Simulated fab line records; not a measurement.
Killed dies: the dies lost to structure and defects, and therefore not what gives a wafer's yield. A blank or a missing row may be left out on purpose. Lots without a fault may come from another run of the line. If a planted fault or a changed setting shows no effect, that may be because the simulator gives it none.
The tool behind it: which one?	flow n5 finfet	12 lots, 36 wafers sampled, at 4 steps of a route of 1938

== WHAT EACH GAUGE READ, for each wafer ==
N5_BEOL_M12_CD_MEAS_28 targets a cd of 160.2 nm.
lot	measured	on	cd nm (nm)
L076	day 10 21:13	cd sem-02	159.6 160.7 161.4
L077	day 11 12:50	cd sem-02	162.8 159.9 162.6
L078	day 11 21:12	cd sem-01	161.7 160.5 162.3
L081	day 12 21:40	cd sem-01	161.3 160.1 159.5
L083	day 13 15:17	cd sem-01	160.6 159.1 160.8
L087	day 14 16:01	cd sem-01	161.1 161.4 162.3
L085	day 14 18:14	cd sem-02	161.9 159.9 160.2
L089	day 14 22:25	cd sem-01	159.2 160.4 161.6
L091	day 15 10:27	cd sem-03	162.0 161.1 162.1
L094	day 15 20:05	cd sem-01	160.3 160.6 161.4
L095	day 16 07:20	cd sem-02	160.6 158.6 161.1
L097	day 17 17:52	cd sem-03	162.3 161.0 159.7

== TOOL THAT RAN EACH LOT (tool first, then ch and the chambers of the sampled wafers, then the start) ==
lot	N5_BEOL_M11_SURFACE_TREAT_76	N5_BEOL_M12_VIA_ETCH_16	N5_BEOL_M12_STRIP_63
L076	pvd sputter-03, day 10 17:50	rie diel-01 ch 0,1, day 10 20:29	plasma asher-02 ch 0,1, day 10 20:41
L077	pvd sputter-02, day 11 09:37	rie diel-01 ch 0,2, day 11 11:59	plasma asher-02 ch 0, day 11 12:11
L078	pvd sputter-03, day 11 16:53	rie diel-02 ch 1,2,3, day 11 20:21	plasma asher-01 ch 0, day 11 20:33
L081	pvd sputter-02, day 12 18:47	rie diel-06 ch 0,3, day 12 20:49	plasma asher-01 ch 0,1, day 12 21:00
L083	pvd sputter-02, day 13 12:39	rie diel-01 ch 0,2, day 13 14:32	plasma asher-01 ch 0,1, day 13 14:44
L087	pvd sputter-02, day 14 13:04	rie diel-02 ch 1,2, day 14 15:16	plasma asher-01 ch 0,1, day 14 15:29
L085	pvd sputter-03, day 14 14:39	rie diel-01 ch 0,2,3, day 14 17:23	plasma asher-01 ch 0,1, day 14 17:36
L089	pvd sputter-02, day 14 19:42	rie diel-02 ch 1,2,3, day 14 21:40	plasma asher-01 ch 0,1, day 14 21:53
L091	pvd sputter-03, day 15 07:42	rie diel-06 ch 0,2,3, day 15 09:35	plasma asher-01 ch 0,1, day 15 09:47
L094	pvd sputter-01, day 15 17:15	rie diel-01 ch 0,1,3, day 15 19:14	plasma asher-01 ch 0,1, day 15 19:26
L095	pvd sputter-03, day 16 04:15	rie diel-02 ch 0,1,2, day 16 06:28	plasma asher-01 ch 0,1, day 16 06:40
L097	pvd sputter-03, day 17 14:35	rie diel-02 ch 2,3, day 17 17:00	plasma asher-02 ch 0,1, day 17 17:12
- N5_BEOL_M11_SURFACE_TREAT_76
- N5_BEOL_M12_VIA_ETCH_16: etches SiOC in C4F8/O2/Ar, target depth 724.8 nm.
- N5_BEOL_M12_STRIP_63: strips in N2/H2.

== THE ANSWER, worked out from the rows above alone ==
Rule: usual is defined by the lots themselves. The widest of any qualifying gaps counts: lots, ordered by their means at a reading, are off when they make up no more than a third of the lots, leave a main group of 4 or more, and stand apart from it by 3 or more times the standard deviation of that group's means. The tables above print the reading to a certain number of digits; a main group whose means all agree to those digits is not used. A lot without any number at a reading at which 4 lots or more have one is off too. All remaining lots with rows at the step are treated as sound.
No lot is off on any of the readings shown, so nothing can be concluded from this.

== WHAT THE SIMULATOR HAD INSERTED ==
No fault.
